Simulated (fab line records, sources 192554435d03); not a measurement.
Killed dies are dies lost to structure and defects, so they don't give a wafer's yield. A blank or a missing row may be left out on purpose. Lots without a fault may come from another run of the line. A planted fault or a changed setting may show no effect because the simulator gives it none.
Problem report in the 8D (eight disciplines) form, filled by code | flow n5_finfet | the parts of the form that need people (team, actions taken, sign-off) are left out

1. THE PROBLEM
bias_w at N5_BEOL_M7_ETCH_41 reads a mean of 52.84 W on 1 wafer of 1 lot; wafers without a fault read 74.99 W with a standard deviation of 0.23. That is -96 standard deviations from the usual mean.
The step: etches SiCN in CH3F/O2, target depth 31.9 nm, time 57.8 s.
First seen on wafer L952.4, day 14 03:48, on rie_diel-06. The record holds 27 wafers of 9 lots with a number at this step. Rule for "out", or "out of limits": more than 4 standard deviations from the usual mean. The other wafers with a number count as sound.

2. WHAT IT IS AND WHAT IT IS NOT
question                    | is                | is not
which readings at this step | bias_w, rf_vpp_V  | chamber_pressure_mTorr, drypump_motor_current_A, oes_product_au, showerhead_plenum_p_Torr, throttle_valve_pct
which lots                  | L952              | L943, L944, L947, L954, L955, L958, L959, L963
which wafers of those lots  | L952.4            | L952.2, L952.3
read on which tools         | rie_diel-06       | rie_diel-02, rie_diel-03
when                        | from day 14 03:48 | up to then (11 sound wafers); but 15 sound wafers of L954, L955, L958, L959, L963 came after

3. SUSPECTS, AND WHAT RULES EACH OUT
Counting: a tool at a process step up to the reading stays a suspect if it ran every lot that is out. Sound lots after the first of them don't rule it out here, since some wafers of a struck lot are sound.
- rie_diel-06 at N5_BEOL_M7_ETCH_66 (etches SOC in N2/H2, target depth 80 nm, overetch 16 nm, time 120 s): kept. It ran the lot that is out, L952 (day 14 03:34); its last sound lot up to then is L947 (day 11 18:58).
- rie_diel-06 at N5_BEOL_M7_VIA_ETCH_34 (etches SiCOH lowk in C4F6/O2, target depth 125.5 nm, time 50.5 s): kept. It ran the lot that is out, L952 (day 14 03:40); its last sound lot up to then is L947 (day 11 19:04).
- rie_diel-06 at N5_BEOL_M7_ETCH_41 (etches SiCN in CH3F/O2, target depth 31.9 nm, time 57.8 s): kept. It ran the lot that is out, L952 (day 14 03:48); its last sound lot up to then is L947 (day 11 19:11). Its own readings are out on those wafers: bias_w, rf_vpp_V.
- Within rie_diel-06 at N5_BEOL_M7_ETCH_66: the wafers that are out ran in chamber 2; their sound lot-mates ran in chambers 1, 3.
- Within rie_diel-06 at N5_BEOL_M7_VIA_ETCH_34: the wafers that are out ran in chamber 2; their sound lot-mates ran in chambers 1, 3.
- Within rie_diel-06 at N5_BEOL_M7_ETCH_41: the wafers that are out ran in chamber 2; their sound lot-mates ran in chambers 1, 3.
Left after counting: rie_diel-06 at N5_BEOL_M7_ETCH_66, rie_diel-06 at N5_BEOL_M7_VIA_ETCH_34, rie_diel-06 at N5_BEOL_M7_ETCH_41.

4. THE CAUSE (what the simulator had put in)
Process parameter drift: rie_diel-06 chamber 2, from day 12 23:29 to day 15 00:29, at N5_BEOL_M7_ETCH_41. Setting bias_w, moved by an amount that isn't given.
Counting left 3 suspects, and this tool is among them.

5. THE CHAIN OF EFFECTS, in route order
Each row: a reading whose mean over the struck wafers that have a number lies more than 3 standard deviations from the usual. Only readings for which the record gives a usual standard deviation are gone through. hours: the time from each lot's start at the first step in this table that gives one to its start at this step, as a median over the lots. sigmas: the change in usual standard deviations.
hours | step               | reading  | usual   | on struck wafers | change | sigmas
0     | N5_BEOL_M7_ETCH_41 | bias_w   | 74.99 W | 52.84            | -22.15 | -96
0     | N5_BEOL_M7_ETCH_41 | rf_vpp_V | 297.5 V | 238.8            | -58.7  | -35
The process steps in it:
- N5_BEOL_M7_ETCH_41: etches SiCN in CH3F/O2, target depth 31.9 nm, time 57.8 s.

6. WHAT WOULD HAVE CAUGHT IT SOONER
In this record the first reading out of limits was taken at day 14 03:48, 28 hours after the fault began at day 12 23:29.
